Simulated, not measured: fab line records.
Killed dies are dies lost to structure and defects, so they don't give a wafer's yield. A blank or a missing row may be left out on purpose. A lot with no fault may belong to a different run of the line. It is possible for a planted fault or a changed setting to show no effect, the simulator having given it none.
The tool behind it: which one?	flow n5_finfet	24 lots with 72 wafers sampled at 6 steps, on a route of 1938 steps

== WHAT THE GAUGES SHOWED, per wafer ==
N5_START_INSPECT_01: inspects for defects (unpatterned scan). Usual: raw_defect_count reads 5.6 (standard deviation 2.3).
lot	measured	on	raw_defect_count	flag
L074	day 1 12:02	defect_inspect-02	5 10 4	
L075	day 1 18:02	defect_inspect-02	6 6 4	
L076	day 2 00:02	defect_inspect-02	9 8 5	
L077	day 2 06:02	defect_inspect-02	4 5 8	
L078	day 2 12:02	defect_inspect-01	10 8 5	
L079	day 2 18:02	defect_inspect-02	6 7 3	
L080	day 3 00:02	defect_inspect-01	6 5 6	
L081	day 3 06:02	defect_inspect-02	4 1 3	
L082	day 3 12:02	defect_inspect-02	8 3 5	
L083	day 3 18:02	defect_inspect-01	6 10 6	
L084	day 4 00:02	defect_inspect-02	7 4 3	
L085	day 4 06:02	defect_inspect-02	6 6 3	
L086	day 4 12:02	defect_inspect-01	2 3 1	
L087	day 4 18:02	defect_inspect-01	5 10 5	
L088	day 5 00:02	defect_inspect-01	5 4 3	
L089	day 5 06:02	defect_inspect-01	5 4 6	
L090	day 5 12:02	defect_inspect-02	7 3 7	
L091	day 5 18:02	defect_inspect-02	8 6 2	
L092	day 6 00:02	defect_inspect-02	2 10 9	
L093	day 6 06:02	defect_inspect-02	6 2 8	
L094	day 6 12:02	defect_inspect-01	7 9 3	
L095	day 6 18:02	defect_inspect-02	3 3 7	
L096	day 7 00:02	defect_inspect-02	7 7 7	
L097	day 7 06:02	defect_inspect-01	3 3 3	

N5_DUMMY_GATE_OVL_MEAS_16. Usual: GATE_OVL gives 0.0 nm (standard deviation 0.69).
lot	measured	on	GATE_OVL (nm)	flag
L074	day 2 23:51	overlay-02	0.3 0.4 -0.2	
L075	day 3 06:50	overlay-02	1.3 0.4 0.2	
L076	day 3 11:16	overlay-01	0.5 0.7 0.2	
L077	day 3 16:24	overlay-01	0.5 0.4 -0.9	
L078	day 3 22:09	overlay-02	-0.2 -0.4 0.6	
L079	day 4 07:24	overlay-01	1.3 -1.3 -0.3	
L080	day 4 12:09	overlay-01	-0.1 -1.1 -0.3	
L081	day 4 15:59	overlay-02	-1.3 -0.6 -0.2	
L082	day 4 23:00	overlay-01	-0.4 1.0 0.6	
L083	day 5 04:44	overlay-01	0.7 -0.2 0.2	
L084	day 5 09:46	overlay-01	1.0 0.6 0.7	
L085	day 5 15:16	overlay-01	-1.3 -0.8 -1.1	
L086	day 5 22:25	overlay-01	-1.0 -0.7 0.0	
L087	day 6 04:05	overlay-02	-0.2 1.6 0.4	
L088	day 6 09:42	overlay-01	0.3 -0.4 0.5	
L089	day 6 17:22	overlay-02	-1.0 0.0 -0.2	
L090	day 6 22:46	overlay-02	1.3 0.2 0.8	
L091	day 7 02:52	overlay-01	-0.1 0.0 0.9	
L092	day 7 09:41	overlay-01	-0.3 -0.9 0.0	
L093	day 7 17:19	overlay-01	-0.2 1.0 -0.8	
L094	day 8 03:35	overlay-01	0.3 0.2 0.1	
L095	day 8 07:19	overlay-02	-0.2 0.8 -0.1	
L096	day 8 14:04	overlay-02	-0.2 -0.7 0.4	
L097	day 8 15:18	overlay-02	0.4 0.1 -1.4	

== WHAT TOOL EACH LOT RAN ON (gives the tool, then ch and the chambers of the sampled wafers, and finally the start) ==
lot	N5_WELL_APT_RTA_34	N5_FIN_SAQP_DESCUM_21	N5_FIN_SAQP_HM_CD_35	N5_FIN_CUT_CUT_ETCH_26
L074	rtp_anneal-01 ch 0, day 1 16:28	rie_diel-04 ch 0,1,2, day 1 23:11	cd_sem-02, day 2 03:44	rie_diel-03 ch 1,2, day 2 04:55
L075	rtp_anneal-02 ch 0, day 1 21:39	rie_diel-01 ch 0,2,3, day 2 04:23	cd_sem-02, day 2 08:58	rie_diel-06 ch 1,3, day 2 10:34
L076	rtp_anneal-02 ch 0, day 2 04:08	rie_diel-04 ch 0,1,2, day 2 10:43	cd_sem-02, day 2 15:42	rie_diel-06 ch 0,1,2, day 2 16:55
L077	rtp_anneal-02 ch 0, day 2 09:55	rie_diel-05 ch 0,2,3, day 2 15:52	cd_sem-02, day 2 20:22	rie_diel-06 ch 2,3, day 2 21:40
L078	rtp_anneal-01 ch 0, day 2 16:52	rie_diel-05 ch 0,1,2, day 2 23:05	cd_sem-02, day 3 03:08	rie_diel-06 ch 0,1,2, day 3 04:24
L079	rtp_anneal-01 ch 0, day 2 22:19	rie_diel-05 ch 1,3, day 3 04:40	cd_sem-02, day 3 10:17	rie_diel-06 ch 0,2, day 3 11:36
L080	rtp_anneal-01 ch 0, day 3 03:53	rie_diel-04 ch 1,2, day 3 11:05	cd_sem-03, day 3 15:58	rie_diel-03 ch 0,2,3, day 3 17:38
L081	rtp_anneal-02 ch 0, day 3 10:14	rie_diel-05 ch 1,2, day 3 16:56	cd_sem-03, day 3 20:49	rie_diel-02 ch 1,2, day 3 22:00
L082	rtp_anneal-02 ch 0, day 3 16:35	rie_diel-01 ch 0,2, day 3 22:39	cd_sem-03, day 4 03:16	rie_diel-02 ch 0,1,2, day 4 04:28
L083	rtp_anneal-02 ch 0, day 3 21:52	rie_diel-01 ch 0,3, day 4 04:56	cd_sem-03, day 4 09:32	rie_diel-06 ch 1,2, day 4 10:42
L084	rtp_anneal-01 ch 0, day 4 04:09	rie_diel-01 ch 0,2, day 4 10:18	cd_sem-03, day 4 14:10	rie_diel-03 ch 0,2,3, day 4 15:22
L085	rtp_anneal-02 ch 0, day 4 09:50	rie_diel-05 ch 0,1,3, day 4 15:55	cd_sem-03, day 4 19:50	rie_diel-02 ch 0,2,3, day 4 21:08
L086	rtp_anneal-02 ch 0, day 4 16:16	rie_diel-05 ch 1,2,3, day 4 22:01	cd_sem-01, day 5 02:29	rie_diel-06 ch 0,1,3, day 5 03:40
L087	rtp_anneal-02 ch 0, day 4 21:59	rie_diel-05 ch 0,1,2, day 5 03:51	cd_sem-02, day 5 08:01	rie_diel-06 ch 0,2,3, day 5 09:19
L088	rtp_anneal-01 ch 0, day 5 03:49	rie_diel-05 ch 0,1,3, day 5 09:26	cd_sem-01, day 5 13:55	rie_diel-06 ch 0,1,2, day 5 15:10
L089	rtp_anneal-01 ch 0, day 5 09:40	rie_diel-01 ch 2,3, day 5 15:34	cd_sem-02, day 5 20:57	rie_diel-02 ch 1,2,3, day 5 22:15
L090	rtp_anneal-02 ch 0, day 5 16:32	rie_diel-05 ch 0,1,2, day 5 22:53	cd_sem-03, day 6 03:26	rie_diel-06 ch 1,2, day 6 04:48
L091	rtp_anneal-01 ch 0, day 5 21:56	rie_diel-01 ch 0,3, day 6 03:46	cd_sem-03, day 6 07:43	rie_diel-02 ch 0,1,3, day 6 09:02
L092	rtp_anneal-02 ch 0, day 6 04:02	rie_diel-01 ch 0,3, day 6 09:49	cd_sem-02, day 6 14:11	rie_diel-02 ch 0,3, day 6 15:22
L093	rtp_anneal-02 ch 0, day 6 09:52	rie_diel-01 ch 1,2,3, day 6 15:41	cd_sem-03, day 6 19:47	rie_diel-06 ch 0,1,2, day 6 20:58
L094	rtp_anneal-02 ch 0, day 6 16:09	rie_diel-01 ch 1,2,3, day 6 22:48	cd_sem-01, day 7 03:23	rie_diel-02 ch 0,2,3, day 7 04:43
L095	rtp_anneal-01 ch 0, day 6 23:03	rie_diel-01 ch 0,3, day 7 05:07	cd_sem-02, day 7 09:30	rie_diel-02 ch 0,1,2, day 7 10:41
L096	rtp_anneal-02 ch 0, day 7 04:48	rie_diel-05 ch 0,3, day 7 11:07	cd_sem-02, day 7 15:08	rie_diel-03 ch 0,2,3, day 7 17:31
L097	rtp_anneal-01 ch 0, day 7 10:31	rie_diel-04 ch 0,3, day 7 16:02	cd_sem-02, day 7 20:12	rie_diel-06 ch 0,3, day 7 21:25
- N5_WELL_APT_RTA_34: time 10 s.
- N5_FIN_SAQP_DESCUM_21: chemistry O2, time 7.9 s.
- N5_FIN_SAQP_HM_CD_35: target cd 8 nm.
- N5_FIN_CUT_CUT_ETCH_26: etches SiNx in CH3F/O2, target depth 39 nm, time 55.7 s.

== AS READ BY THE TOOLS THEMSELVES (means over the sampled wafers that have a number; for cases with no such wafer, the mark the record gives instead) ==
N5_WELL_APT_RTA_34. Usual: lamp_power_pct 13.01 %, standard deviation 0.049; wafer_temp_C_max 1003.5, standard deviation 0.98.
lot	tool	lamp_power_pct (%)	wafer_temp_C_max	flag
L074	rtp_anneal-01	13.05	1004.3	
L075	rtp_anneal-02	12.98	1004.0	
L076	rtp_anneal-02	13.03	1003.6	
L077	rtp_anneal-02	13.02	1003.8	
L078	rtp_anneal-01	12.98	1002.4	
L079	rtp_anneal-01	13.06	1004.4	
L080	rtp_anneal-01	12.97	1003.9	
L081	rtp_anneal-02	12.97	1004.1	
L082	rtp_anneal-02	13.04	1003.3	
L083	rtp_anneal-02	13.00	1003.3	
L084	rtp_anneal-01	13.01	1003.0	
L085	rtp_anneal-02	12.98	1002.9	
L086	rtp_anneal-02	12.98	1003.2	
L087	rtp_anneal-02	13.00	1003.8	
L088	rtp_anneal-01	13.04	1003.8	
L089	rtp_anneal-01	12.95	1004.6	
L090	rtp_anneal-02	12.99	1003.3	
L091	rtp_anneal-01	12.98	1003.4	
L092	rtp_anneal-02	12.96	1003.4	
L093	rtp_anneal-02	13.02	1003.5	
L094	rtp_anneal-02	12.97	1003.5	
L095	rtp_anneal-01	13.03	1003.6	
L096	rtp_anneal-02	13.05	1001.9	
L097	rtp_anneal-01	13.00	1002.6	

N5_FIN_SAQP_DESCUM_21. Usual: drypump_motor_current_A 5.9 A, standard deviation 0.52; oes_product_au 0.80 a.u., standard deviation 0.073; rf_vpp_V 243.6 V, standard deviation 1.3; showerhead_plenum_p_Torr 2.12 Torr, standard deviation 0.056; throttle_valve_pct 20.49 %, standard deviation 0.17.
lot	tool	drypump_motor_current_A (A)	oes_product_au (a.u.)	rf_vpp_V (V)	showerhead_plenum_p_Torr (Torr)	throttle_valve_pct (%)	flag
L074	rie_diel-04	6.0	0.73	243.3	2.11	20.52	
L075	rie_diel-01	5.6	0.84	243.6	2.11	20.40	
L076	rie_diel-04	6.0	0.73	243.2	2.11	20.53	
L077	rie_diel-05	5.9	0.84	243.9	2.15	20.56	
L078	rie_diel-05	6.1	0.82	244.8	2.17	20.45	
L079	rie_diel-05	6.4	0.84	242.9	2.09	20.33	
L080	rie_diel-04	5.7	0.73	243.3	2.08	20.60	
L081	rie_diel-05	6.4	0.80	243.8	2.13	20.40	
L082	rie_diel-01	6.0	0.87	242.2	2.09	20.30	
L083	rie_diel-01	6.1	0.89	242.5	2.07	20.40	
L084	rie_diel-01	5.5	0.79	243.9	2.12	20.32	
L085	rie_diel-05	6.1	0.84	243.6	2.12	20.43	
L086	rie_diel-05	6.2	0.80	242.9	2.11	20.51	
L087	rie_diel-05	6.1	0.80	244.7	2.17	20.48	
L088	rie_diel-05	6.1	0.83	243.1	2.12	20.44	
L089	rie_diel-01	5.1	0.74	245.4	2.14	20.46	
L090	rie_diel-05	6.1	0.79	244.3	2.16	20.50	
L091	rie_diel-01	5.6	0.82	243.9	2.08	20.55	
L092	rie_diel-01	6.1	0.86	242.1	2.07	20.43	
L093	rie_diel-01	5.2	0.76	243.8	2.12	20.58	
L094	rie_diel-01	5.3	0.75	243.3	2.12	20.58	
L095	rie_diel-01	6.1	0.84	242.6	2.06	20.44	
L096	rie_diel-05	5.8	0.84	243.4	2.15	20.53	
L097	rie_diel-04	5.7	0.85	243.2	2.13	20.33	

N5_FIN_SAQP_HM_CD_35. Usual: cd_nm reads 8.09 nm (standard deviation 0.23).
lot	tool	cd_nm (nm)	flag
L074	cd_sem-02	8.15	
L075	cd_sem-02	8.15	
L076	cd_sem-02	7.93	
L077	cd_sem-02	8.34	
L078	cd_sem-02	8.29	
L079	cd_sem-02	8.09	
L080	cd_sem-03	8.02	
L081	cd_sem-03	8.50	
L082	cd_sem-03	8.12	
L083	cd_sem-03	8.13	
L084	cd_sem-03	8.05	
L085	cd_sem-03	7.89	
L086	cd_sem-01	7.98	
L087	cd_sem-02	8.26	
L088	cd_sem-01	8.15	
L089	cd_sem-02	8.11	
L090	cd_sem-03	8.14	
L091	cd_sem-03	8.13	
L092	cd_sem-02	8.09	
L093	cd_sem-03	7.86	
L094	cd_sem-01	8.03	
L095	cd_sem-02	7.85	
L096	cd_sem-02	8.07	
L097	cd_sem-02	7.77	

N5_FIN_CUT_CUT_ETCH_26. Usual: CH3F_flow_sccm 30.02 sccm, standard deviation 0.1; drypump_motor_current_A 5.7 A, standard deviation 0.45; oes_product_au 0.77 a.u., standard deviation 0.091; rf_vpp_V 296.3 V, standard deviation 2.6; showerhead_plenum_p_Torr 2.00 Torr, standard deviation 0.063; throttle_valve_pct 16.45 %, standard deviation 0.22.
lot	tool	CH3F_flow_sccm (sccm)	drypump_motor_current_A (A)	oes_product_au (a.u.)	rf_vpp_V (V)	showerhead_plenum_p_Torr (Torr)	throttle_valve_pct (%)	flag
L074	rie_diel-03	30.18	5.8	0.75	299.3	2.02	16.44	
L075	rie_diel-06	30.03	5.5	0.73	298.1	2.03	16.64	
L076	rie_diel-06	30.04	5.7	0.73	296.3	2.00	16.45	
L077	rie_diel-06	30.00	5.8	0.74	295.5	1.98	16.47	
L078	rie_diel-06	30.04	5.7	0.73	296.5	1.99	16.46	
L079	rie_diel-06	30.08	6.1	0.75	294.4	1.95	16.29	
L080	rie_diel-03	30.02	5.2	0.77	295.6	1.92	16.38	
L081	rie_diel-02	30.13	6.2	0.72	296.6	2.07	16.47	
L082	rie_diel-02	30.01	6.0	0.71	295.7	2.05	16.51	
L083	rie_diel-06	30.08	5.9	0.74	298.1	2.02	16.52	
L084	rie_diel-03	30.07	5.2	0.77	295.5	1.92	16.39	
L085	rie_diel-02	29.97	5.8	0.75	294.8	2.00	16.55	
L086	rie_diel-06	29.96	5.4	0.71	296.8	2.02	16.64	
L087	rie_diel-06	30.06	5.7	0.72	295.2	1.97	16.48	
L088	rie_diel-06	29.99	5.7	0.72	295.9	1.99	16.48	
L089	rie_diel-02	29.96	6.0	0.85	296.4	2.03	16.37	
L090	rie_diel-06	30.07	6.1	0.75	295.8	1.97	16.37	
L091	rie_diel-02	29.95	5.9	0.90	294.8	1.99	16.29	
L092	rie_diel-02	30.02	5.7	0.86	294.1	1.95	16.49	
L093	rie_diel-06	30.01	5.7	0.82	296.2	1.99	16.36	
L094	rie_diel-02	29.97	5.8	0.84	295.5	2.00	16.43	
L095	rie_diel-02	29.97	6.0	0.88	295.9	2.04	16.24	
L096	rie_diel-03	30.12	5.2	0.83	297.9	1.99	16.28	
L097	rie_diel-06	30.01	5.3	0.87	294.6	1.98	16.31	

== THE ANSWER, worked out from the rows above alone ==
Rule: take the mean of a lot's wafers that have a number; if it is more than 3 standard deviations from the usual mean, the lot is off. A lot without any number at a reading at which 4 lots or more have one is off too. All remaining lots with rows at the step are treated as sound. After the gauges, taken in route order, come the tools' own readings; for these a lot's mean is taken, as printed above. The first step at which some lot is off is used, and at that step the reading that is off furthest; a lot without a number counts as furthest.
Across all readings shown, no lot is off: no conclusion can be drawn from this.

== WHAT WAS PUT IN BY THE SIMULATOR ==
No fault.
